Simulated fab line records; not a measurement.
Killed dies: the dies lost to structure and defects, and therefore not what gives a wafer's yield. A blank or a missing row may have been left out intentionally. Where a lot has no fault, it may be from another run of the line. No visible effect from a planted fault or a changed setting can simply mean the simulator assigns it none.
fab line records	flow nand-harc
record: lots: 6	wafers: 18	last-day: 32
route steps=1302 shown A_BLC@1133 A_M0@1137
lots with no fault: from the same line, run without faults
start-h: the number of hours between the record's first day and the start of the first shown wafer of the lot	wait-h: hours since the lot's step before	" unchanged from the row above	L1.1+2: a row that stands for several wafers	- value missing, or start not given	* or withheld: withheld	< > ~ a bound
route shown NAME@n: names a module that has steps shown in the file, with the first one's number in the route	usual: mean/standard deviation of fault-free wafers	same: alike in all rows	chamber/n: place in a boat	sites: readings site by site	_std_site: the standard deviation of these	_edge_site: outer sites' mean less inner sites'	radius-mm: how far each site lies from the wafer's centre	mask NAME#n: copy n	behind: the last tool/chamber to shape the wafer	hold: the reason the lot was held/the length of the hold in hours/how it ended	device: whichever transistor did not switch (one of n, p or np)	end of line: tests of these same wafers at the route's end	for a step that has no rows: nothing shown but its recipe	killed: count of dies lost to structure and defects at first sort (not the wafer's yield)	map: a wafer's dies, x killed, . not, _ none there
set.NAME: the setting as run; set.NAME@STEP: as run at that earlier step	model.NAME: the simulator's own value behind a step, which no gauge read
a table for each step, a row for each wafer; lots at some steps of the route
services: the hour from which a tool's chamber was out of use, counted from the record's first day as start-h (under 0 if before that day), plus the number of hours and why
== steps ==
step: NHARC_A_BLC_CMP_25
recipe: t-overpolish-s: 30	target-thk-nm: 150
usual: motor-current-A: 11.4/1	overpolish-run-s: 30.000/0.01	time-to-endpoint-s: 29/3.5
lot.wafer	tool	chamber	start-h	wait-h	motor-current-A	overpolish-run-s	time-to-endpoint-s
L833.2	cmp-03	1	598.41	0.5	11.0	30.012	20
L833.5	"	2	"	"	10.9	29.989	26
L833.6	"	3	"	"	11.3	29.980	25
L838.4	cmp-03	0	641.58	0.3	11.9	29.993	26
L838.2	"	1	"	"	11.3	30.011	25
L838.5	"	3	"	"	10.7	29.995	31
L840.2	cmp-04	3	664.36	0.4	11.9	29.985	26
L840.6	"	2	"	"	11.4	30.006	31
L840.5	"	3	"	"	12.5	29.989	25
L844.3	cmp-04	2	705.85	0.4	10.3	29.999	28
L844.6	"	0	"	"	8.2	30.017	29
L844.5	"	1	"	"	12.5	30.001	31
L847.1	cmp-03	2	736.73	0.8	11.2	29.982	32
L847.3	"	3	"	"	10.8	29.996	30
L847.2	"	1	"	"	11.3	30.009	29
L848.3	cmp-04	3	738.72	0.6	12.1	29.991	24
L848.4	"	1	"	"	13.0	30.008	34
L848.6	"	3	"	"	11.8	30.010	26
step: NHARC_A_BLC_SRD_27
step: NHARC_A_BLC_INSPECT_28
usual: raw-defect-count: 551/130
lot.wafer	tool	chamber	start-h	wait-h	raw-defect-count
L833.2	defect-inspect-02	-	598.74	0.1	353
L833.5	"	-	"	"	563
L833.6	"	-	"	"	452
L838.2	defect-inspect-02	-	641.96	0.1	453
L838.4	"	-	"	"	354
L838.5	"	-	"	"	428
L840.2	defect-inspect-02	-	664.74	0.1	433
L840.5	"	-	"	"	531
L840.6	"	-	"	"	568
L844.3	defect-inspect-01	-	706.20	0.1	398
L844.5	"	-	"	"	575
L844.6	"	-	"	"	374
L847.1	defect-inspect-02	-	737.13	0.1	642
L847.2	"	-	"	"	535
L847.3	"	-	"	"	688
L848.3	defect-inspect-02	-	739.10	0.1	822
L848.4	"	-	"	"	1026
L848.6	"	-	"	"	824
step: NHARC_A_M0_DEP_00
recipe: target-thk-a: 1500	target-thk-nm: 150	temp-c: withheld	pressure-torr: 5	flow-sccm: 200	rf-w: 600	material: SiOC
step: NHARC_A_M0_DEHYDRATE_01
recipe: temp-c: 150	time-s: 120
step: NHARC_A_M0_HMDS_02
recipe: time-s: 30
step: NHARC_A_M0_COAT_33
recipe: temp-c: 200	time-s: 65
step: NHARC_A_M0_COAT_03
recipe: spin-rpm: 1500	resist-thk-nm: 90
step: NHARC_A_M0_SOFTBAKE_04
recipe: temp-c: 105	time-s: 55
step: NHARC_A_M0_EBR_05
step: NHARC_A_M0_EXPOSE_06
recipe: na: 1.35	target-cd-nm: 80	dose-mj: 83.25	mask-id: A_M0
step: NHARC_A_M0_PEB_07
recipe: peb-temp-c: 100	peb-time-s: 65
usual: heater-power-total-W: 156.6/0.43	plate-temp-C: 100.02/0.13	resist-line-temp-C: 23.00/0.11
lot.wafer	tool	chamber	start-h	wait-h	heater-power-total-W	plate-temp-C	resist-line-temp-C
L833.2	litho-track-04	0	599.56	0.1	157.2	100.13	22.94
L833.5	"	0	"	"	156.2	99.97	23.08
L833.6	"	0	"	"	156.1	99.90	23.08
L838.2	litho-track-04	0	642.66	0.1	157.1	100.20	22.89
L838.4	"	0	"	"	156.8	100.11	22.95
L838.5	"	0	"	"	156.3	100.04	22.91
L840.2	litho-track-04	0	665.56	0.1	157.1	100.07	23.17
L840.5	"	0	"	"	156.6	100.17	23.10
L840.6	"	0	"	"	156.1	100.18	23.18
L844.3	litho-track-01	0	707.03	0.0	156.5	100.08	23.03
L844.5	"	0	"	"	156.2	100.08	22.80
L844.6	"	0	"	"	156.0	100.26	23.02
L847.1	litho-track-04	0	738.08	0.1	176.4	109.50	23.03
L847.2	"	0	"	"	177.2	109.25	22.99
L847.3	"	0	"	"	176.1	109.30	23.03
L848.3	litho-track-04	0	739.92	0.0	176.8	109.23	22.96
L848.4	"	0	"	"	176.8	109.15	23.02
L848.6	"	0	"	"	176.9	109.25	23.09
step: NHARC_A_M0_DEVELOP_08
recipe: develop-time-s: 35	dev-temp-c: 23
step: NHARC_A_M0_CD_MEAS_09
recipe: target-cd-nm: 80	landing-energy-ev: 500
usual: cd-nm: 80.2/0.83
lot.wafer	tool	chamber	start-h	wait-h	hold	cd-nm
L833.2	cd-sem-02	0	599.64	-	-	79.9
L833.5	"	0	"	"	-	80.4
L833.6	"	0	"	"	-	79.7
L838.2	cd-sem-02	0	642.74	-	-	78.9
L838.4	"	0	"	"	-	81.0
L838.5	"	0	"	"	-	79.6
L840.2	cd-sem-01	0	665.64	-	-	80.6
L840.5	"	0	"	"	-	80.5
L840.6	"	0	"	"	-	78.9
L844.3	cd-sem-02	0	707.11	-	-	79.0
L844.5	"	0	"	"	-	79.9
L844.6	"	0	"	"	-	79.4
L847.1	cd-sem-02	0	738.16	-	await-dispo/0.2h/release	109.3
L847.2	"	0	"	"	await-dispo/0.2h/release	109.4
L847.3	"	0	"	"	await-dispo/0.2h/release	110.5
L847.1	cd-sem-02	0	-	-	-	109.7
L847.2	"	0	"	"	-	109.4
L847.3	"	0	"	"	-	110.0
L848.3	cd-sem-03	0	740.01	-	await-dispo/0.2h/release	109.4
L848.4	"	0	"	"	await-dispo/0.2h/release	108.7
L848.6	"	0	"	"	await-dispo/0.2h/release	109.8
L848.3	cd-sem-03	0	-	-	-	109.4
L848.4	"	0	"	"	-	108.7
L848.6	"	0	"	"	-	109.4
step: NHARC_A_M0_OVL_MEAS_10
recipe: pitch-nm: 160
usual: overlay-x-nm: 0.3/0.84	overlay-y-nm: -0.2/0.91
lot.wafer	tool	chamber	start-h	wait-h	hold	overlay-x-nm	overlay-y-nm
L833.2	overlay-02	-	599.73	-	-	-0.2	-0.4
L833.5	"	-	"	"	-	0.1	-0.4
L833.6	"	-	"	"	-	0.2	-0.2
L838.2	overlay-02	-	642.82	-	-	0.2	0.6
L838.4	"	-	"	"	-	0.4	0.6
L838.5	"	-	"	"	-	0.0	0.5
L840.2	overlay-01	-	665.73	-	-	2.7	1.0
L840.5	"	-	"	"	-	2.3	0.6
L840.6	"	-	"	"	-	2.9	1.5
L844.3	overlay-01	-	707.19	-	-	1.1	0.8
L844.5	"	-	"	"	-	1.2	0.6
L844.6	"	-	"	"	-	1.0	0.6
L848.3	overlay-01	-	744.07	-	await-dispo/3.8h/release	1.1	-1.2
L848.4	"	-	"	"	await-dispo/3.8h/release	1.3	-0.8
L848.6	"	-	"	"	await-dispo/3.8h/release	0.8	-0.4
L847.1	overlay-01	-	747.80	-	await-dispo/9.4h/release	0.2	-0.3
L847.2	"	-	"	"	await-dispo/9.4h/release	0.9	-0.2
L847.3	"	-	"	"	await-dispo/9.4h/release	0.6	-0.6
step: NHARC_A_M0_INSPECT_11
usual: raw-defect-count: 91/30
lot.wafer	tool	chamber	start-h	wait-h	raw-defect-count
L833.2	defect-inspect-01	-	599.76	0.0	72
L833.5	"	-	"	"	100
L833.6	"	-	"	"	95
L838.2	defect-inspect-02	-	642.86	0.0	84
L838.4	"	-	"	"	90
L838.5	"	-	"	"	83
L840.2	defect-inspect-02	-	665.76	0.0	119
L840.5	"	-	"	"	121
L840.6	"	-	"	"	121
L844.3	defect-inspect-01	-	707.23	0.0	102
L844.5	"	-	"	"	116
L844.6	"	-	"	"	112
L848.3	defect-inspect-02	-	744.10	0.0	130
L848.4	"	-	"	"	137
L848.6	"	-	"	"	152
L847.1	defect-inspect-02	-	747.83	0.0	17
L847.2	"	-	"	"	23
L847.3	"	-	"	"	22
step: NHARC_A_M0_DESCUM_14
recipe: time-s: 3	o2-flow-sccm: 200	ar-flow-sccm: 0	bias-power-w: 0	chemistry: O2
usual: chamber-pressure-mTorr: 60.00/0.058	drypump-motor-current-A: 5.9/0.47	oes-product-au: 1.002/0.011	rf-vpp-V: 57.5/0.87	showerhead-plenum-p-Torr: 1.83/0.073	throttle-valve-pct: 11.311/0.0093
lot.wafer	tool	chamber	start-h	wait-h	chamber-pressure-mTorr	drypump-motor-current-A	oes-product-au	rf-hours-counter-h	rf-vpp-V	showerhead-plenum-p-Torr	throttle-valve-pct	model.A_M0.cd-nm
L833.2	rie-diel-13	0	599.84	0.1	60.03	5.0	1.006	5.1	58.2	1.81	11.312	79.26
L833.5	"	2	"	"	60.07	6.3	1.006	-	56.6	1.79	11.315	79.52
L833.6	"	3	"	"	60.05	6.5	0.997	-	56.8	1.78	11.305	79.41
L838.2	rie-diel-08	1	642.93	0.1	59.95	6.1	1.003	3.6	57.3	1.77	11.309	79.28
L838.4	"	3	"	"	59.97	5.9	0.991	3.1	58.5	1.79	11.297	80.48
L838.5	"	1	"	"	59.99	6.1	1.013	-	56.4	1.77	11.301	79.9
L840.2	rie-diel-08	2	665.83	0.1	59.95	5.4	0.988	4.3	58.3	1.92	11.304	80.8
L840.5	"	1	"	"	60.04	6.1	1.000	-	58.2	1.77	11.307	80.97
L840.6	"	0	"	"	60.02	6.0	0.995	-	57.2	1.78	11.309	78.05
L844.3	rie-diel-01	1	707.32	0.1	59.98	6.4	0.991	5.9	59.5	1.96	11.305	78.08
L844.5	"	2	"	"	59.97	6.6	1.005	-	58.1	1.89	11.301	81.74
L844.6	"	3	"	"	59.96	5.3	1.023	-	58.0	2.00	11.318	79.95
L848.3	rie-diel-08	0	744.18	0.1	60.04	6.0	1.009	0.9	57.8	1.78	11.301	108.8
L848.4	"	1	"	"	59.96	6.1	0.993	0.7	56.9	1.77	11.333	109.1
L848.6	"	2	"	"	59.97	5.4	0.990	-	56.4	1.92	11.319	109.9
L847.1	rie-diel-08	2	747.91	0.1	59.99	5.4	0.992	0.5	57.1	1.92	11.314	109.7
L847.3	"	3	"	"	60.10	5.9	0.987	0.6	57.8	1.79	11.313	109.8
L847.2	"	0	"	"	60.01	6.0	1.008	0.8	57.6	1.78	11.321	109.1
step: NHARC_A_M0_ETCH_34
recipe: target-depth-a: 400	overetch-a: 120	time-s: 43.94	ion-energy-ev: 200	n2-flow-sccm: 150	h2-flow-sccm: 150	ar-flow-sccm: 0	rf-w: 400	bias-w: 150	chemistry: N2/H2
usual: chamber-pressure-mTorr: 30.00/0.048	drypump-motor-current-A: 5.9/0.45	oes-product-au: 1.002/0.0096	rf-vpp-V: 427.9/2.5	showerhead-plenum-p-Torr: 1.95/0.082	throttle-valve-pct: 14.171/0.0089
lot.wafer	tool	chamber	start-h	wait-h	chamber-pressure-mTorr	drypump-motor-current-A	oes-product-au	rf-hours-counter-h	rf-vpp-V	showerhead-plenum-p-Torr	throttle-valve-pct
L833.2	rie-diel-13	2	599.92	0.1	30.01	6.3	0.995	4.8	425.1	1.90	14.182
L833.5	"	0	"	"	30.01	5.0	1.007	-	426.6	1.92	14.173
L833.6	"	1	"	"	29.95	5.8	1.001	-	426.8	1.91	14.151
L838.4	rie-diel-08	1	643.01	0.1	30.01	6.1	1.003	3.6	426.6	1.89	14.186
L838.2	"	2	"	"	30.03	5.4	0.996	2.9	430.3	2.05	14.165
L838.5	"	1	"	"	30.00	6.1	1.003	-	426.6	1.89	14.170
L840.2	rie-diel-08	0	665.93	0.1	30.02	6.0	0.999	5.0	425.6	1.90	14.150
L840.6	"	0	"	"	29.98	6.0	0.999	-	426.0	1.90	14.177
L840.5	"	1	"	"	30.04	6.1	1.008	-	427.4	1.89	14.172
L844.3	rie-diel-01	0	707.38	0.1	30.02	5.7	1.005	5.6	433.1	2.14	14.163
L844.5	"	0	"	"	29.99	5.7	1.006	-	433.5	2.14	14.179
L844.6	"	1	"	"	29.98	6.4	0.999	-	433.0	2.09	14.184
L848.3	rie-diel-08	1	744.26	0.1	29.99	6.1	0.987	0.7	427.7	1.89	14.178
L848.4	"	2	"	"	30.07	5.4	0.987	0.6	430.6	2.05	14.170
L848.6	"	1	"	"	30.01	6.1	0.998	-	425.9	1.89	14.194
L847.3	rie-diel-08	2	748.04	0.1	29.97	5.4	0.998	0.5	430.8	2.05	14.177
L847.2	"	3	"	"	29.99	5.9	0.998	0.6	425.3	1.90	14.163
L847.1	"	0	"	"	30.05	6.0	1.010	0.8	425.8	1.90	14.173
step: NHARC_A_M0_ETCH_15
recipe: target-depth-a: 1500	overetch-a: 150	time-s: 82.5	c4f8-flow-sccm: withheld	ar-flow-sccm: 400	rf-w: 600	bias-w: 300	chemistry: C4F8/Ar
usual: chamber-pressure-mTorr: 25.00/0.031	oes-product-au: 0.951/0.025	rf-vpp-V: 438.3/2.6
lot.wafer	tool	chamber	start-h	wait-h	chamber-pressure-mTorr	oes-product-au	rf-hours-counter-h	rf-vpp-V	model.A_M0.cd-nm
L833.2	rie-diel-13	2	-	-	24.97	0.979	4.8	436.5	78.63
L833.5	"	2	"	"	25.01	0.985	-	437.0	79.22
L833.6	"	3	"	"	25.03	0.965	-	436.1	80.33
L838.4	rie-diel-08	1	-	-	25.04	0.929	3.7	437.0	81.03
L838.2	"	3	"	"	25.03	0.915	3.1	437.2	79.18
L838.5	"	2	"	"	24.97	0.919	-	440.7	80.35
L840.2	rie-diel-08	1	-	-	24.93	0.931	5.1	436.8	80.88
L840.5	"	0	"	"	24.98	0.927	-	436.1	81.6
L840.6	"	1	"	"	25.03	0.934	-	434.6	77.99
L844.3	rie-diel-01	2	-	-	25.02	0.967	6.6	439.8	78.3
L844.5	"	0	"	"	24.99	0.987	-	444.4	81.83
L844.6	"	1	"	"	25.04	0.972	-	441.8	79.75
L848.3	rie-diel-08	3	-	-	25.03	0.952	0.7	438.1	109.6
L848.4	"	1	"	"	24.97	0.976	0.7	435.2	108.7
L848.6	"	3	"	"	24.97	0.945	-	435.9	110.4
L847.3	rie-diel-08	0	-	-	25.04	0.972	0.8	436.7	109.2
L847.2	"	2	"	"	25.00	0.955	0.6	441.4	108.9
L847.1	"	3	"	"	25.02	0.941	0.6	436.4	109.9
step: NHARC_A_M0_CD_MEAS_16
usual: cd-nm: 80.0/1.1
lot.wafer	tool	chamber	start-h	wait-h	hold	cd-nm
L833.2	cd-sem-02	-	600.13	-	-	78.7
L833.5	"	-	"	"	-	79.0
L833.6	"	-	"	"	-	80.4
L838.2	cd-sem-01	-	643.22	-	-	79.4
L838.4	"	-	"	"	-	81.4
L838.5	"	-	"	"	-	80.3
L840.2	cd-sem-01	-	666.17	-	-	80.8
L840.5	"	-	"	"	-	81.1
L840.6	"	-	"	"	-	78.0
L844.3	cd-sem-01	-	707.60	-	-	78.5
L844.5	"	-	"	"	-	81.7
L844.6	"	-	"	"	-	79.5
L848.3	cd-sem-03	-	744.49	-	await-dispo/0.2h/release	109.6
L848.4	"	-	"	"	await-dispo/0.2h/release	108.8
L848.6	"	-	"	"	await-dispo/0.2h/release	110.5
L848.3	cd-sem-03	-	744.67	0.2	-	109.7
L848.4	"	-	"	"	-	108.8
L848.6	"	-	"	"	-	110.6
L847.1	cd-sem-01	-	748.29	-	await-dispo/0.2h/release	109.9
L847.2	"	-	"	"	await-dispo/0.2h/release	108.5
L847.3	"	-	"	"	await-dispo/0.2h/release	109.0
L847.1	cd-sem-01	-	748.47	0.2	-	110.0
L847.2	"	-	"	"	-	109.1
L847.3	"	-	"	"	-	109.4
== services ==
tool	chamber	start-h	hours	kind
rie-diel-08	0	578.36	-	clean
rie-diel-08	1	578.36	-	clean
rie-diel-08	2	578.36	-	clean
rie-diel-08	3	578.36	-	clean
rie-diel-13	1	586.76	7.2	repair
cmp-03	-	589.21	3.3	repair
cmp-04	-	601.02	4.0	pm
rie-diel-01	2	603.76	15.7	repair
cmp-03	-	613.39	0.4	repair
cmp-03	-	622.17	3.3	repair
cmp-04	-	624.45	0.5	repair
rie-diel-01	2	632.60	1.3	repair
cmp-03	-	652.47	4.0	pm
rie-diel-08	3	655.28	11.9	repair
rie-diel-13	2	655.52	4.0	repair
cmp-03	-	677.29	1.6	repair
litho-track-01	-	680.00	7.0	pm
rie-diel-13	-	696.22	9.0	pm
cmp-04	-	699.02	4.0	pm
rie-diel-08	-	721.86	9.0	pm
cmp-04	-	722.36	1.8	repair
litho-track-04	-	728.01	7.0	pm
rie-diel-01	-	734.80	9.0	pm
rie-diel-08	1	736.37	3.0	repair
== key ==
first-sign: step: NHARC_A_M0_PEB_07	reading: plate-temp-C	direction: up	sigmas: 72	usual: *	struck: *
effect: step: NHARC_A_M0_PEB_07	reading: heater-power-total-W	direction: up	sigmas: 46	usual: *	struck: *
effect: step: NHARC_A_M0_CD_MEAS_09	reading: visit	direction: added
effect: step: NHARC_A_M0_CD_MEAS_09	reading: cd-nm	direction: up	sigmas: 36	usual: 80.2	struck: 109.5
effect: step: NHARC_A_M0_CD_MEAS_16	reading: visit	direction: added
effect: step: NHARC_A_M0_CD_MEAS_16	reading: cd-nm	direction: up	sigmas: 26	usual: 80.0	struck: 109.4
model-effect: step: NHARC_A_M0_DESCUM_14	value: A_M0.cd-nm	without: 80.28	struck: 109.4
model-effect: step: NHARC_A_M0_ETCH_15	value: A_M0.cd-nm	without: 80.34	struck: 109.4
met-at NHARC_A_M0_PEB_07
struck-wafers L847.1,L847.2,L847.3,L848.3,L848.4,L848.6
later-rows-left-out L847.1,L847.2,L847.3,L848.3,L848.4,L848.6
sort-left-out L847.1,L847.2,L847.3,L848.3,L848.4,L848.6
onset-between 665.56 738.08
fault: kind: process-parameter-drift	tool: litho-track-04	chamber: -	onset-h: 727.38	steps: NHARC_A_M0_PEB_07	channel: peb-temp-c	offset: *	shape: step	end-h: 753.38	acts-in: *	stated: *
sort-left-out: the simulated sort isn't trusted on such a fault, so these wafers' sort isn't shown, and their yield isn't known
later-rows-left-out: the simulator's readings of these wafers behind a module that went badly wrong aren't trusted and aren't shown, but for the sort
